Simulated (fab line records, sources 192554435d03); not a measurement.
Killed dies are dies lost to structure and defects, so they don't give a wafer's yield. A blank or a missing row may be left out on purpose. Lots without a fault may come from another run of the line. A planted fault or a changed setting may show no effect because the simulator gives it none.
Chamber matching | flow n5_finfet | N5_BEOL_M0_SAQP_DESCUM_45 on rie_diel-01: 4 sister chambers
The step chemistry O2, time 7 s. 14 wafers are shown with their chamber, then 7 later ones without.

WAFERS WITH THEIR CHAMBER
wafer  | chamber | drypump_motor_current_A (A) | showerhead_plenum_p_Torr (Torr) | throttle_valve_pct (%)
L082.1 | 1       | 5.8                         | 2.03                            | 20.07
L082.2 | 3       | 5.6                         | 2.18                            | 20.17
L082.3 | 2       | 5.2                         | 2.03                            | 20.34
L082.4 | 3       | 5.6                         | 2.18                            | 20.16
L082.5 | 2       | 5.2                         | 2.02                            | 20.33
L082.6 | 1       | 5.8                         | 2.03                            | 20.09
L090.1 | 2       | 5.2                         | 2.02                            | 20.34
L090.2 | 1       | 5.8                         | 2.03                            | 20.11
L090.3 | 3       | 5.6                         | 2.17                            | 20.18
L090.4 | 0       | 4.9                         | 2.06                            | 20.05
L090.5 | 1       | 5.8                         | 2.03                            | 20.11
L090.6 | 0       | 4.9                         | 2.06                            | 20.04
L093.1 | 3       | 5.5                         | 2.17                            | 20.19
L093.2 | 2       | 5.2                         | 2.02                            | 20.36

SIGNATURES (means of the wafers above)
reading                  | chamber 0 | chamber 1 | chamber 2 | chamber 3 | scatter within a chamber
drypump_motor_current_A  | 4.900     | 5.800     | 5.200     | 5.575     | 0.0274
showerhead_plenum_p_Torr | 2.0600    | 2.0300    | 2.0225    | 2.1750    | 0.00418
throttle_valve_pct       | 20.0450   | 20.0950   | 20.3425   | 20.1750   | 0.0146
Rule: a wafer's distance from a chamber is the root of the sum, over the readings, of the square of ((its reading less the chamber's mean) divided by the reading's scatter). The wafer belongs to the nearest chamber; if the next one is less than 2 further off, it can't be placed. The scatter: the root of (the sum of the squares of (reading less its chamber's mean) over the shown wafers, divided by (wafers less chambers)).

WAFERS WITHOUT THEIR CHAMBER
wafer  | drypump_motor_current_A (A) | showerhead_plenum_p_Torr (Torr) | throttle_valve_pct (%)
L093.6 | 5.7                         | 2.02                            | 20.13
L095.1 | 5.6                         | 2.16                            | 20.19
L095.3 | 4.9                         | 2.06                            | 20.06
L095.4 | 5.8                         | 2.02                            | 20.13
L097.2 | 5.5                         | 2.16                            | 20.21
L097.3 | 5.2                         | 2.01                            | 20.38
L097.5 | 5.2                         | 2.01                            | 20.39

WHICH CHAMBER EACH WENT THROUGH
wafer  | from the rows above | in truth
L093.6 | 1                   | 1
L095.1 | 3                   | 3
L095.3 | 0                   | 0
L095.4 | 1                   | 1
L097.2 | 3                   | 3
L097.3 | 2                   | 2
L097.5 | 2                   | 2
Placed correctly: 7 of 7. Can't be placed from these rows: 0. Placed wrongly: 0.
